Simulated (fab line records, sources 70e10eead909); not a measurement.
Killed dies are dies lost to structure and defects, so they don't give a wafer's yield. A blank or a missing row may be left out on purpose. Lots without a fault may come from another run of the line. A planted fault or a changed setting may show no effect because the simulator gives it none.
fab line records | flow nand_harc
record lots=24 wafers=72 last_day=24
route steps=1159 shown P_M2@345 P_BONDPAD@351 A_START@389 A_CHANNEL_HOLE_D1@468
lots that met no fault: from a run of the same line without faults
start_h: hours from the record's first day to the start of the lot's first wafer shown | wait_h: hours since the lot's step before | " the same as in the row above | L1.1+2: a row that stands for several wafers | - no value, or no start given | * or withheld: withheld | < > ~ a bound
route shown NAME@n: a module of which the file shows steps, and the number in the route of the first | usual: mean/standard deviation of fault-free wafers | same: alike in all rows | chamber/n: place in a boat | sites: the reading at each site | _std_site: their standard deviation | _edge_site: outer sites' mean less inner sites' | radius_mm: how far each site lies from the wafer's centre | mask NAME#n: copy n | behind: the tool/chamber that last shaped the wafer | hold: why the lot was held/for how many hours/how that ended | device: the transistor (n, p or np) that didn't switch | end of line: the same wafers' tests at the end of the route | a step without rows: its recipe alone | killed: dies lost to structure and defects at the first sort, not the wafer's yield | map: a wafer's dies, x killed, . not, _ none there
set.NAME: the setting as run; set.NAME@STEP: as run at that earlier step | model.NAME: the simulator's own value behind a step, which no gauge read
steps of the route over a sample of lots; a table a step, a row a wafer
services: from which hour (start_h, from the record's first day; less than 0 if before it) a tool's chamber was out of use, for how many hours, and why
## steps
# step NHARC_P_M2_THK_MEAS_24
# recipe thk_meas_gauge=xrf
# usual thk_nm=144.5/1.4
# columns lot.wafer tool chamber start_h wait_h thk_nm
L074.2 film_metro-02 - 128.34 - 144.5
L074.4 " - " " 143.4
L074.5 " - " " 145.9
L075.3 film_metro-02 - 137.98 - 144.8
L075.4 " - " " 144.4
L075.6 " - " " 144.1
L076.2 film_metro-01 - 142.80 - 145.4
L076.4 " - " " 144.1
L076.5 " - " " 144.4
L078.3 film_metro-01 - 144.77 - 143.4
L078.4 " - " " 142.7
L078.5 " - " " 143.8
L077.1 film_metro-02 - 145.56 - 143.8
L077.2 " - " " 143.4
L077.4 " - " " 145.7
L079.1 film_metro-01 - 165.44 - 145.9
L079.5 " - " " 146.2
L079.6 " - " " 146.0
L080.3 film_metro-02 - 165.95 - 145.3
L080.4 " - " " 145.3
L080.5 " - " " 145.2
L081.2 film_metro-01 - 170.79 - 144.8
L081.3 " - " " 144.3
L081.6 " - " " 144.9
L083.1 film_metro-02 - 185.77 - 143.0
L083.3 " - " " 144.7
L083.5 " - " " 141.6
L082.3 film_metro-02 - 186.16 - 147.2
L082.4 " - " " 143.7
L082.6 " - " " 146.4
L084.1 film_metro-01 - 196.22 - 143.9
L084.3 " - " " 143.1
L084.6 " - " " 145.7
L085.3 film_metro-02 - 202.24 - 147.5
L085.4 " - " " 143.7
L085.5 " - " " 146.4
L086.2 film_metro-01 - 203.65 - 141.5
L086.4 " - " " 143.9
L086.6 " - " " 141.2
L088.1 film_metro-02 - 216.39 - 145.4
L088.4 " - " " 146.4
L088.5 " - " " 147.8
L087.2 film_metro-02 - 216.77 - 142.6
L087.5 " - " " 143.8
L087.6 " - " " 144.0
L089.1 film_metro-01 - 228.90 - 143.3
L089.2 " - " " 145.2
L089.4 " - " " 142.7
L090.1 film_metro-02 - 230.03 - 143.5
L090.2 " - " " 144.8
L090.6 " - " " 141.7
L092.1 film_metro-01 - 235.29 - 144.9
L092.3 " - " " 144.2
L092.5 " - " " 146.6
L091.1 film_metro-01 - 238.72 - 143.6
L091.2 " - " " 144.9
L091.5 " - " " 145.8
L093.1 film_metro-02 - 240.77 - 145.8
L093.2 " - " " 144.2
L093.6 " - " " 144.4
L094.1 film_metro-02 - 249.36 - 142.9
L094.5 " - " " 145.5
L094.6 " - " " 143.5
L095.1 film_metro-02 - 252.45 - 145.9
L095.4 " - " " 146.7
L095.5 " - " " 147.1
L096.2 film_metro-01 - 255.99 - 144.1
L096.4 " - " " 146.9
L096.6 " - " " 143.3
L097.1 film_metro-01 - 260.38 - 144.8
L097.2 " - " " 144.2
L097.4 " - " " 144.4
# step NHARC_P_BONDPAD_DEP_00
# recipe target_thk_a=2500 temp_c=370 target_thk_nm=250 pressure_torr=3 flow_sccm=200 rf_w=450 material=SiCN
# usual heater_power_w=577/67
# columns lot.wafer tool chamber start_h wait_h heater_power_w
L074.2 pecvd-02 2 129.12 - 644
L074.5 " 2 " " 629
L074.4 " 0 " " 578
L075.3 pecvd-02 2 138.69 - 631
L075.6 " 2 " " 624
L075.4 " 1 " " 604
L076.2 pecvd-03 1 143.59 - 620
L076.5 " 1 " " 626
L076.4 " 2 " " 533
L078.3 pecvd-02 0 145.51 - 481
L078.5 " 0 " " 522
L078.4 " 2 " " 576
L077.2 pecvd-02 0 146.33 - 564
L077.1 " 1 " " 588
L077.4 " 2 " " 680
L079.1 pecvd-03 0 166.20 - 582
L079.5 " 2 " " 630
L079.6 " 1 " " 686
L080.3 pecvd-03 1 166.67 - 604
L080.5 " 2 " " 615
L080.4 " 0 " " 611
L081.2 pecvd-02 2 171.51 - 612
L081.3 " 0 " " 478
L081.6 " 1 " " 604
L083.3 pecvd-04 1 - - 540
L083.1 " 2 " " 599
L083.5 " 0 " " 452
L082.3 pecvd-02 0 187.14 0.4 485
L082.6 " 1 " " 610
L082.4 " 0 " " 513
L084.1 pecvd-02 1 - - 563
L084.3 " 0 " " 565
L084.6 " 1 " " 576
L085.3 pecvd-02 2 203.04 - 705
L085.4 " 1 " " 514
L085.5 " 2 " " 709
L086.2 pecvd-03 0 - - 616
L086.6 " 2 " " 580
L086.4 " 0 " " 634
L088.1 pecvd-04 2 217.16 - 567
L088.4 " 1 " " 493
L088.5 " 0 " " 508
L087.2 pecvd-04 1 217.56 - 494
L087.6 " 0 " " 457
L087.5 " 1 " " 499
L089.2 pecvd-04 1 229.79 0.4 480
L089.1 " 2 " " 529
L089.4 " 2 " " 545
L090.1 pecvd-02 1 - - 524
L090.2 " 0 " " 581
L090.6 " 2 " " 724
L092.1 pecvd-02 1 - - 545
L092.3 " 2 " " 717
L092.5 " 0 " " 505
L091.2 pecvd-03 0 239.44 - 578
L091.1 " 2 " " 621
L091.5 " 2 " " 629
L093.2 pecvd-02 0 - - 511
L093.1 " 2 " " 644
L093.6 " 1 " " 509
L094.1 pecvd-04 2 250.21 - 564
L094.5 " 0 " " 492
L094.6 " 2 " " 584
L095.1 pecvd-02 1 253.18 - 578
L095.4 " 1 " " 587
L095.5 " 0 " " 557
L096.2 pecvd-02 1 256.68 - 514
L096.4 " 1 " " 518
L096.6 " 0 " " 543
L097.2 pecvd-03 0 261.10 - 640
L097.1 " 1 " " 594
L097.4 " 2 " " 629
# step NHARC_P_BONDPAD_ETCH_12
# recipe target_depth_a=2000 time_s=100 chf3_flow_sccm=50 o2_flow_sccm=10 ar_flow_sccm=200 rf_w=500 bias_w=200 chemistry=CHF3/O2
# usual bias_w=199.9/0.61 chamber_pressure_mTorr=25.001/0.026 drypump_motor_current_A=5.5/0.41 oes_product_au=0.949/0.022 rf_vpp_V=373.4/1.8 showerhead_plenum_p_Torr=2.54/0.076 throttle_valve_pct=20.572/0.0094
# columns lot.wafer tool chamber start_h wait_h bias_w chamber_pressure_mTorr drypump_motor_current_A oes_product_au rf_hours_counter_h rf_vpp_V showerhead_plenum_p_Torr throttle_valve_pct
L074.4 rie_diel-11 3 - - 201.2 25.018 5.6 0.955 12 373.7 2.58 20.564
L074.2 " 2 " " 199.8 24.979 4.7 0.969 11 374.6 2.57 20.585
L074.5 " 0 " " 201.1 24.856 5.5 0.952 - 375.7 2.58 20.564
L075.3 rie_diel-11 2 - - 200.4 25.024 4.7 0.963 12 374.3 2.57 20.577
L075.4 " 0 " " 199.3 25.038 5.5 0.981 12 375.1 2.58 20.550
L075.6 " 2 " " 199.8 24.999 4.7 0.964 - 375.3 2.57 20.562
L076.2 rie_diel-11 0 - - 200.0 25.026 5.5 0.928 13 374.4 2.58 20.582
L076.4 " 2 " " 200.1 24.991 4.7 0.931 13 373.2 2.57 20.579
L076.5 " 0 " " 201.1 25.028 5.5 0.929 - 374.4 2.58 20.582
L078.3 rie_diel-11 2 - - 199.6 24.990 4.7 0.978 13 372.2 2.57 20.590
L078.4 " 0 " " 199.0 24.981 5.5 0.966 13 375.4 2.58 20.589
L078.5 " 2 " " 199.8 24.982 4.7 0.964 - 374.0 2.57 20.582
L077.1 rie_diel-11 3 - - 199.3 25.053 5.7 0.927 13 374.6 2.58 20.584
L077.4 " 1 " " 199.4 25.013 5.6 0.934 13 373.6 2.54 20.574
L077.2 " 2 " " 199.4 25.003 4.6 0.926 13 374.3 2.57 20.579
L079.1 rie_diel-11 1 - - 200.2 24.982 5.6 0.931 15 373.2 2.54 20.569
L079.5 " 0 " " 199.0 25.015 5.5 0.928 - 373.6 2.58 20.574
L079.6 " 1 " " 199.7 24.991 5.6 0.932 - 372.9 2.54 20.579
L080.3 rie_diel-06 2 - - 200.7 25.004 5.8 0.988 33 373.7 2.54 20.574
L080.4 " 0 " " 200.5 24.956 5.6 0.966 34 372.5 2.45 20.581
L080.5 " 2 " " 200.2 25.004 5.8 0.984 - 374.2 2.54 20.584
L081.2 rie_diel-11 0 - - 199.0 25.030 5.5 0.923 15 373.4 2.58 20.572
L081.3 " 2 " " 199.4 25.016 4.7 0.933 15 374.1 2.57 20.577
L081.6 " 0 " " 199.8 25.010 5.5 0.928 - 373.6 2.58 20.571
L083.3 rie_diel-11 0 - - 201.5 24.999 5.5 0.971 16 374.4 2.58 20.575
L083.1 " 2 " " 200.2 24.986 4.7 0.971 16 375.2 2.57 20.579
L083.5 " 3 " " 199.5 25.001 5.7 0.962 - 375.0 2.58 20.580
L082.3 rie_diel-11 3 - - 199.5 25.003 5.6 0.961 17 374.7 2.58 20.578
L082.4 " 0 " " 199.8 24.997 5.5 0.975 16 373.9 2.58 20.566
L082.6 " 2 " " 199.9 25.018 4.6 0.964 - 373.7 2.57 20.561
L084.1 rie_diel-12 1 - - 200.8 24.988 6.1 0.934 60 370.2 2.38 20.573
L084.3 " 3 " " 199.9 25.010 5.7 0.938 58 371.1 2.41 20.570
L084.6 " 2 " " 199.6 25.022 5.1 0.920 - 368.1 2.31 20.562
L085.4 rie_diel-11 2 - - 200.8 25.029 4.7 0.979 0 373.5 2.57 20.570
L085.3 " 1 " " 201.3 24.961 5.7 0.970 0 372.8 2.54 20.573
L085.5 " 2 " " 201.1 25.042 4.7 0.996 - 374.7 2.57 20.568
L086.4 rie_diel-11 1 - - 200.8 25.017 5.6 0.989 0 376.3 2.54 20.577
L086.2 " 3 " " 200.9 24.997 5.6 0.982 0 372.7 2.58 20.558
L086.6 " 2 " " 200.1 25.028 4.7 0.983 - 373.7 2.57 20.584
L088.1 rie_diel-11 1 - - 200.3 25.019 5.7 0.971 2 373.8 2.54 20.572
L088.4 " 3 " " 199.8 24.975 5.6 0.977 1 373.8 2.58 20.548
L088.5 " 1 " " 199.2 25.030 5.7 0.968 - 373.9 2.54 20.582
L087.2 rie_diel-11 3 - - 200.5 25.022 5.6 0.950 1 374.3 2.58 20.578
L087.5 " 3 " " 199.8 24.993 5.7 0.942 - 374.5 2.58 20.573
L087.6 " 0 " " 199.8 25.031 5.5 0.950 - 375.1 2.57 20.580
L089.2 rie_diel-11 0 - - 200.1 25.011 5.5 0.945 2 374.3 2.57 20.568
L089.4 " 1 " " 200.0 25.012 5.6 0.966 2 373.2 2.54 20.560
L089.1 " 2 " " 198.5 24.995 4.7 0.959 2 374.3 2.57 20.583
L090.2 rie_diel-12 2 - - 199.9 24.972 5.1 0.935 7 369.0 2.31 20.573
L090.1 " 3 " " 198.9 24.975 5.7 0.951 7 370.3 2.41 20.567
L090.6 " 3 " " 198.6 25.009 5.7 0.955 - 369.8 2.41 20.559
L092.1 rie_diel-12 2 - - 200.1 25.040 5.2 0.937 8 368.8 2.31 20.587
L092.3 " 0 " " 200.1 24.972 6.2 0.924 7 373.5 2.53 20.589
L092.5 " 1 " " 201.3 24.998 6.0 0.928 - 369.5 2.38 20.585
L091.2 rie_diel-11 1 - - 200.7 25.024 5.6 0.932 4 373.0 2.54 20.572
L091.1 " 3 " " 199.8 24.964 5.6 0.915 4 373.9 2.58 20.572
L091.5 " 1 " " 199.2 25.001 5.6 0.926 - 374.5 2.54 20.563
L093.1 rie_diel-12 3 - - 201.0 25.017 5.7 0.925 9 370.2 2.41 20.578
L093.2 " 0 " " 200.1 25.006 6.1 0.927 9 371.7 2.53 20.561
L093.6 " 0 " " 200.6 25.010 6.1 0.921 - 373.1 2.53 20.563
L094.1 rie_diel-11 1 - - 200.1 24.997 5.6 0.933 5 374.2 2.54 20.563
L094.5 " 0 " " 199.7 25.003 5.5 0.933 - 375.4 2.57 20.574
L094.6 " 1 " " 200.0 25.003 5.6 0.927 - 373.8 2.54 20.566
L095.1 rie_diel-11 3 - - 199.0 25.007 5.6 0.923 5 375.2 2.58 20.568
L095.4 " 2 " " 199.7 24.943 4.7 0.934 5 374.9 2.57 20.576
L095.5 " 3 " " 200.0 25.009 5.6 0.933 - 375.0 2.58 20.567
L096.4 rie_diel-11 1 - - 200.1 25.002 5.6 0.932 5 372.1 2.54 20.566
L096.2 " 0 " " 199.2 25.020 5.5 0.930 5 373.4 2.57 20.568
L096.6 " 1 " " 199.8 25.014 5.6 0.945 - 373.1 2.54 20.547
L097.2 rie_diel-11 3 - - 199.4 25.015 5.6 0.938 6 375.4 2.58 20.585
L097.1 " 1 " " 200.2 24.982 5.6 0.927 7 373.9 2.54 20.578
L097.4 " 2 " " 199.8 25.034 4.7 0.943 6 373.6 2.57 20.567
# step NHARC_A_START_INSPECT_01
# usual raw_defect_count=3.4/1.9
# columns lot.wafer tool chamber start_h wait_h raw_defect_count
L074.2 defect_inspect-02 - 133.88 - 5
L074.4 " - " " 3
L074.5 " - " " 4
L075.3 defect_inspect-01 - 143.15 - 5
L075.4 " - " " 1
L075.6 " - " " 1
L076.2 defect_inspect-02 - 147.91 - 5
L076.4 " - " " 6
L076.5 " - " " 0
L078.3 defect_inspect-01 - 149.96 - 0
L078.4 " - " " 5
L078.5 " - " " 1
L077.1 defect_inspect-02 - 150.87 - 0
L077.2 " - " " 2
L077.4 " - " " 5
L079.1 defect_inspect-02 - 170.62 - 3
L079.5 " - " " 3
L079.6 " - " " 6
L080.3 defect_inspect-02 - 171.25 - 5
L080.4 " - " " 1
L080.5 " - " " 4
L081.2 defect_inspect-02 - 175.88 - 2
L081.3 " - " " 2
L081.6 " - " " 3
L083.1 defect_inspect-02 - 191.02 - 2
L083.3 " - " " 1
L083.5 " - " " 5
L082.3 defect_inspect-01 - 191.57 - 5
L082.4 " - " " 1
L082.6 " - " " 6
L084.1 defect_inspect-02 - 201.26 - 2
L084.3 " - " " 2
L084.6 " - " " 2
L085.3 defect_inspect-02 - 207.43 - 4
L085.4 " - " " 4
L085.5 " - " " 4
L086.2 defect_inspect-02 - 208.84 - 2
L086.4 " - " " 0
L086.6 " - " " 1
L088.1 defect_inspect-02 - 222.09 - 1
L088.4 " - " " 5
L088.5 " - " " 2
L087.2 defect_inspect-02 - 222.41 - 5
L087.5 " - " " 4
L087.6 " - " " 6
L089.1 defect_inspect-02 - 234.32 - 2
L089.2 " - " " 1
L089.4 " - " " 3
L090.1 defect_inspect-02 - 235.37 - 3
L090.2 " - " " 6
L090.6 " - " " 0
L092.1 defect_inspect-02 - 240.57 - 3
L092.3 " - " " 2
L092.5 " - " " 5
L091.1 defect_inspect-02 - 243.92 - 4
L091.2 " - " " 4
L091.5 " - " " 3
L093.1 defect_inspect-02 - 245.96 - 6
L093.2 " - " " 7
L093.6 " - " " 5
L094.1 defect_inspect-01 - 254.67 - 4
L094.5 " - " " 2
L094.6 " - " " 2
L095.1 defect_inspect-01 - 257.91 - 3
L095.4 " - " " 5
L095.5 " - " " 6
L096.2 defect_inspect-01 - 261.32 - 3
L096.4 " - " " 5
L096.6 " - " " 1
L097.1 defect_inspect-01 - 265.58 - 1
L097.2 " - " " 2
L097.4 " - " " 4
# step NHARC_A_CHANNEL_HOLE_D1_ETCH_34
# recipe target_depth_a=1540 time_s=77 cf4_flow_sccm=100 chf3_flow_sccm=30 ar_flow_sccm=0 rf_w=500 bias_w=200 chemistry=CF4/CHF3
# usual bias_w=200.0/0.65 chamber_pressure_mTorr=25.000/0.023 drypump_motor_current_A=5.7/0.57 oes_product_au=0.944/0.023 rf_vpp_V=369.8/2.1 showerhead_plenum_p_Torr=1.55/0.059 throttle_valve_pct=16.803/0.0086
# columns lot.wafer tool chamber start_h wait_h bias_w chamber_pressure_mTorr drypump_motor_current_A oes_product_au rf_hours_counter_h rf_vpp_V showerhead_plenum_p_Torr throttle_valve_pct
L074.2 rie_diel-02 2 - - 198.9 24.956 5.9 0.956 2 371.9 1.62 16.810
L074.4 " 0 " " 199.5 25.004 5.8 0.979 2 369.9 1.57 16.812
L074.5 " 1 " " 199.9 25.009 5.5 0.949 - 371.1 1.58 16.814
L075.3 rie_diel-10 1 - - 201.5 24.990 4.8 0.972 0 368.2 1.49 16.808
L075.4 " 2 " " 200.1 24.988 5.7 0.983 0 367.1 1.48 16.799
L075.6 " 3 " " 199.7 25.022 5.2 0.959 - 367.0 1.48 16.805
L078.3 rie_diel-01 2 - - 199.4 25.004 6.7 0.953 2 371.3 1.57 16.801
L078.4 " 3 " " 199.7 25.019 5.2 0.957 2 371.3 1.59 16.803
L078.5 " 0 " " 200.5 25.034 6.7 0.983 - 372.9 1.67 16.803
L076.2 rie_diel-02 1 - - 198.2 25.036 5.5 0.978 3 371.0 1.58 16.810
L076.4 " 2 " " 200.0 24.989 5.9 0.975 3 370.7 1.62 16.800
L076.5 " 3 " " 199.7 24.988 5.2 0.960 - 367.4 1.49 16.792
L077.4 rie_diel-10 2 - - 199.9 24.969 5.7 0.983 1 366.5 1.48 16.813
L077.1 " 3 " " 199.9 24.999 5.2 0.967 1 365.4 1.48 16.802
L077.2 " 0 " " 201.0 24.970 5.5 0.968 1 372.0 1.61 16.792
L080.4 rie_diel-10 0 - - 199.2 25.006 5.5 0.938 2 370.0 1.61 16.805
L080.3 " 3 " " 200.0 25.016 5.2 0.957 2 366.9 1.48 16.809
L080.5 " 1 " " 200.3 25.023 4.8 0.946 - 368.7 1.49 16.804
L081.2 rie_diel-02 2 - - 199.4 25.022 5.8 0.919 4 373.5 1.61 16.793
L081.3 " 3 " " 200.2 24.962 5.2 0.917 5 369.0 1.49 16.815
L081.6 " 3 " " 199.5 24.998 5.2 0.921 - 367.4 1.49 16.801
L079.1 rie_diel-10 2 - - 198.5 24.983 5.7 0.958 3 368.8 1.48 16.796
L079.6 " 1 " " 198.8 25.031 4.8 0.962 - 366.9 1.49 16.806
L079.5 " 2 " " 199.2 25.029 5.7 0.957 - 367.3 1.48 16.818
L082.3 rie_diel-02 2 - - 200.1 24.994 5.9 0.983 5 370.7 1.61 16.800
L082.4 " 3 " " 200.4 25.021 5.2 0.963 6 368.8 1.49 16.782
L082.6 " 3 " " 200.6 24.991 5.2 0.962 - 367.2 1.49 16.804
L083.1 rie_diel-01 2 - - 200.8 24.999 6.7 0.971 5 369.6 1.57 16.799
L083.3 " 0 " " 200.7 25.045 6.7 0.959 5 373.1 1.67 16.808
L083.5 " 2 " " 200.8 25.026 6.7 0.972 - 370.9 1.57 16.788
L084.3 rie_diel-01 2 - - 200.0 25.018 6.7 0.921 5 370.8 1.57 16.800
L084.1 " 0 " " 199.2 25.000 6.7 0.919 6 373.0 1.67 16.799
L084.6 " 3 " " 200.5 25.019 5.2 0.928 - 370.0 1.59 16.806
L086.4 rie_diel-10 2 - - 201.1 25.016 5.8 0.966 4 367.3 1.48 16.779
L086.2 " 3 " " 200.2 25.014 5.2 0.990 4 366.9 1.48 16.805
L086.6 " 2 " " 200.4 24.996 5.8 0.966 - 367.1 1.48 16.804
L085.3 rie_diel-01 0 - - 199.0 24.977 6.7 0.922 7 373.9 1.67 16.807
L085.4 " 3 " " 198.9 24.999 5.2 0.922 7 372.2 1.59 16.798
L085.5 " 0 " " 199.6 25.019 6.7 0.921 - 374.9 1.67 16.786
L088.1 rie_diel-10 0 - - 200.4 25.001 5.5 0.928 5 372.2 1.61 16.788
L088.4 " 0 " " 199.1 25.018 5.5 0.922 - 371.6 1.61 16.802
L088.5 " 1 " " 201.2 25.027 4.8 0.928 - 368.0 1.49 16.798
L087.2 rie_diel-01 3 - - 199.4 24.988 5.2 0.918 8 370.1 1.59 16.795
L087.6 " 3 " " 199.8 24.991 5.2 0.915 - 370.6 1.58 16.797
L087.5 " 0 " " 200.7 25.038 6.7 0.931 - 373.8 1.67 16.802
L089.1 rie_diel-01 1 - - 199.3 25.009 6.0 0.919 9 368.6 1.54 16.790
L089.4 " 2 " " 199.4 25.006 6.7 0.914 9 371.2 1.57 16.816
L089.2 " 3 " " 200.0 25.027 5.2 0.913 10 370.4 1.58 16.804
L090.2 rie_diel-02 0 - - 199.1 24.964 5.8 0.928 10 370.5 1.57 16.798
L090.1 " 1 " " 200.0 25.000 5.5 0.930 8 371.6 1.57 16.807
L090.6 " 0 " " 199.8 24.991 5.8 0.933 - 370.4 1.57 16.802
L091.1 rie_diel-10 0 - - 200.7 24.997 5.5 0.932 6 371.6 1.61 16.801
L091.2 " 1 " " 201.2 25.001 4.8 0.932 7 365.8 1.49 16.810
L091.5 " 0 " " 200.2 24.974 5.5 0.933 - 372.6 1.61 16.808
L092.3 rie_diel-01 1 - - 200.7 24.993 6.0 0.973 10 369.2 1.54 16.798
L092.1 " 2 " " 200.3 24.982 6.7 0.977 11 370.5 1.57 16.816
L092.5 " 3 " " 199.2 24.997 5.2 0.958 - 370.5 1.58 16.816
L093.1 rie_diel-02 1 - - 199.3 25.014 5.5 0.914 8 370.1 1.57 16.796
L093.2 " 0 " " 199.9 25.021 5.8 0.929 10 369.4 1.57 16.798
L093.6 " 3 " " 199.9 24.996 5.2 0.912 - 367.2 1.49 16.814
L094.1 rie_diel-10 0 - - 200.4 24.980 5.5 0.930 6 371.4 1.61 16.803
L094.5 " 0 " " 200.9 24.959 5.5 0.923 - 371.2 1.61 16.801
L094.6 " 1 " " 200.1 25.000 4.8 0.921 - 367.5 1.49 16.802
L095.1 rie_diel-01 2 - - 200.0 25.008 6.7 0.934 11 369.9 1.57 16.806
L095.4 " 1 " " 200.3 24.993 6.0 0.931 10 369.8 1.54 16.809
L095.5 " 3 " " 199.9 24.997 5.2 0.922 - 371.2 1.58 16.813
L096.4 rie_diel-02 0 - - 200.0 25.002 5.8 0.920 12 369.9 1.57 16.805
L096.2 " 2 " " 199.6 24.982 5.8 0.919 9 371.5 1.61 16.810
L096.6 " 0 " " 199.4 25.045 5.8 0.928 - 370.0 1.57 16.801
L097.4 rie_diel-10 0 - - 199.7 24.997 5.5 0.916 7 370.7 1.61 16.801
L097.1 " 1 " " 200.2 25.012 4.8 0.919 8 368.8 1.49 16.804
L097.2 " 2 " " 199.9 24.983 5.7 0.915 8 366.3 1.48 16.815
# step NHARC_A_CHANNEL_HOLE_D1_ETCH_21
# recipe bias_v=3000 source_w=withheld pressure_mtorr=20 time_s=514.3 ar_flow_sccm=375 c4f8_flow_sccm=89.3 o2_flow_sccm=35.7 temp_c=-20 target_depth_a=16000 chemistry=C4F8/O2/Ar
# usual chamber_pressure_mTorr=20.001/0.017 drypump_motor_current_A=5.7/0.37 showerhead_plenum_p_Torr=3.67/0.099 throttle_valve_pct=32.154/0.0091
# columns lot.wafer tool chamber start_h wait_h chamber_pressure_mTorr drypump_motor_current_A rf_hours_counter_h showerhead_plenum_p_Torr throttle_valve_pct
L074.2 har_etch-01 1 172.97 0.3 20.000 5.1 182 3.72 32.158
L074.4 " 0 " " 20.020 5.8 - 3.83 32.154
L074.5 " 1 " " 19.996 5.1 - 3.72 32.148
L075.4 har_etch-01 0 189.80 0.3 20.030 5.8 - 3.83 32.141
L075.3 " 1 " " 20.004 5.1 - 3.72 32.143
L075.6 " 0 " " 20.022 5.8 - 3.83 32.160
L078.4 har_etch-02 1 195.62 0.3 20.012 6.0 - 3.66 32.149
L078.3 " 0 " " 19.965 6.1 - 3.56 32.149
L078.5 " 0 " " 19.984 6.1 - 3.56 32.146
L076.2 har_etch-01 1 196.01 0.3 20.009 5.1 192 3.71 32.142
L076.4 " 1 " " 20.036 5.1 - 3.72 32.156
L076.5 " 1 " " 19.978 5.1 - 3.71 32.161
L077.1 har_etch-02 0 199.63 0.3 20.006 6.1 110 3.55 32.159
L077.2 " 1 " " 19.992 6.0 110 3.66 32.157
L077.4 " 1 " " 20.014 5.9 - 3.66 32.139
L080.3 har_etch-01 1 214.53 0.3 19.980 5.1 - 3.71 32.144
L080.4 " 0 " " 19.990 5.8 - 3.82 32.147
L080.5 " 1 " " 19.978 5.1 - 3.71 32.157
L081.2 har_etch-02 0 215.56 0.3 20.021 6.1 117 3.55 32.150
L081.3 " 1 " " 19.979 6.0 - 3.65 32.155
L081.6 " 0 " " 20.049 6.1 - 3.55 32.155
L079.1 har_etch-01 0 218.62 0.3 20.027 5.8 205 3.82 32.172
L079.5 " 1 " " 20.005 5.1 - 3.71 32.157
L079.6 " 0 " " 19.999 5.8 - 3.82 32.142
L082.4 har_etch-02 0 232.96 0.3 19.989 6.1 - 3.55 32.164
L082.3 " 1 " " 19.997 5.9 - 3.65 32.158
L082.6 " 1 " " 20.012 6.0 - 3.65 32.156
L083.1 har_etch-01 0 232.97 0.3 20.006 5.8 209 3.81 32.148
L083.3 " 1 " " 20.033 5.1 - 3.70 32.155
L083.5 " 1 " " 19.975 5.1 - 3.71 32.156
L084.1 har_etch-02 1 242.32 0.3 20.003 6.0 125 3.65 32.170
L084.3 " 0 " " 20.010 6.1 - 3.55 32.156
L084.6 " 1 " " 19.981 5.9 - 3.65 32.132
L086.2 har_etch-01 1 251.92 0.3 20.000 5.1 218 3.70 32.139
L086.4 " 1 " " 19.997 5.1 - 3.70 32.161
L086.6 " 1 " " 19.976 5.1 - 3.70 32.160
L085.3 har_etch-02 0 252.21 0.3 20.007 6.1 - 3.54 32.152
L085.4 " 1 " " 19.984 6.0 - 3.64 32.155
L085.5 " 0 " " 20.019 6.1 - 3.54 32.158
L088.1 har_etch-01 0 266.78 0.3 20.001 5.8 223 3.81 32.165
L088.4 " 0 " " 20.000 5.8 - 3.81 32.161
L088.5 " 0 " " 19.989 5.8 - 3.81 32.154
L087.2 har_etch-02 1 266.83 0.3 19.981 5.9 137 3.64 32.136
L087.6 " 1 " " 20.003 5.9 - 3.64 32.149
L087.5 " 0 " " 19.992 6.1 - 3.54 32.164
L089.1 har_etch-01 1 275.38 0.3 19.990 5.1 230 3.69 32.154
L089.2 " 0 " " 20.022 5.8 230 3.80 32.159
L089.4 " 1 " " 20.023 5.1 - 3.69 32.157
L090.2 har_etch-02 1 275.74 0.3 19.985 6.0 144 3.64 32.158
L090.1 " 0 " " 20.004 6.1 144 3.53 32.143
L090.6 " 0 " " 20.022 6.0 - 3.54 32.170
L091.1 har_etch-02 1 282.62 0.3 19.994 6.0 148 3.63 32.137
L091.2 " 0 " " 20.013 6.1 148 3.53 32.156
L091.5 " 0 " " 19.979 6.1 - 3.53 32.138
L092.1 har_etch-01 0 283.83 0.3 19.987 5.8 236 3.80 32.153
L092.3 " 1 " " 20.033 5.1 - 3.69 32.162
L092.5 " 0 " " 19.973 5.8 - 3.80 32.170
L093.1 har_etch-02 0 286.77 0.3 19.980 6.1 152 3.53 32.157
L093.2 " 1 " " 20.009 6.0 152 3.63 32.157
L093.6 " 0 " " 20.000 6.1 - 3.53 32.148
L094.1 har_etch-01 1 296.20 0.3 19.996 5.1 239 3.69 32.151
L094.6 " 0 " " 20.001 5.8 - 3.80 32.151
L094.5 " 1 " " 20.011 5.1 - 3.69 32.148
L095.1 har_etch-02 1 296.43 0.3 19.991 6.0 156 3.63 32.152
L095.4 " 1 " " 19.983 5.9 - 3.63 32.162
L095.5 " 1 " " 19.970 5.9 - 3.63 32.162
L096.2 har_etch-01 1 302.90 0.3 19.999 5.1 243 3.69 32.152
L096.4 " 1 " " 20.012 5.1 - 3.69 32.178
L096.6 " 1 " " 20.004 5.1 - 3.69 32.169
L097.1 har_etch-02 0 305.84 0.3 19.985 6.1 160 3.53 32.144
L097.2 " 1 " " 20.012 6.0 160 3.63 32.162
L097.4 " 1 " " 20.006 6.0 - 3.63 32.135
## services
# columns tool chamber start_h hours kind
rie_diel-02 2 106.13 2.4 repair
rie_diel-10 0 106.52 4.4 repair
rie_diel-11 2 109.19 7.4 repair
pecvd-03 - 111.00 13.0 pm
rie_diel-12 2 113.53 6.6 repair
pecvd-02 1 114.90 4.8 repair
rie_diel-01 - 137.80 9.0 pm
rie_diel-12 3 138.02 3.7 repair
rie_diel-10 1 147.07 7.9 repair
rie_diel-11 2 149.65 5.6 repair
rie_diel-02 - 150.70 9.0 pm
pecvd-02 - 153.00 13.0 pm
rie_diel-10 - 176.50 9.0 pm
pecvd-03 0 183.31 11.8 repair
rie_diel-11 - 189.50 9.0 pm
pecvd-04 - 195.13 13.0 pm
pecvd-04 - 218.13 2.0 repair
pecvd-03 2 223.25 12.0 repair
pecvd-02 2 250.50 6.7 repair
rie_diel-02 2 259.86 31.5 repair
rie_diel-10 3 262.31 4.8 repair
pecvd-04 2 284.55 7.7 repair
pecvd-03 - 292.01 13.0 pm
rie_diel-11 1 300.12 3.2 repair
## key
fault none
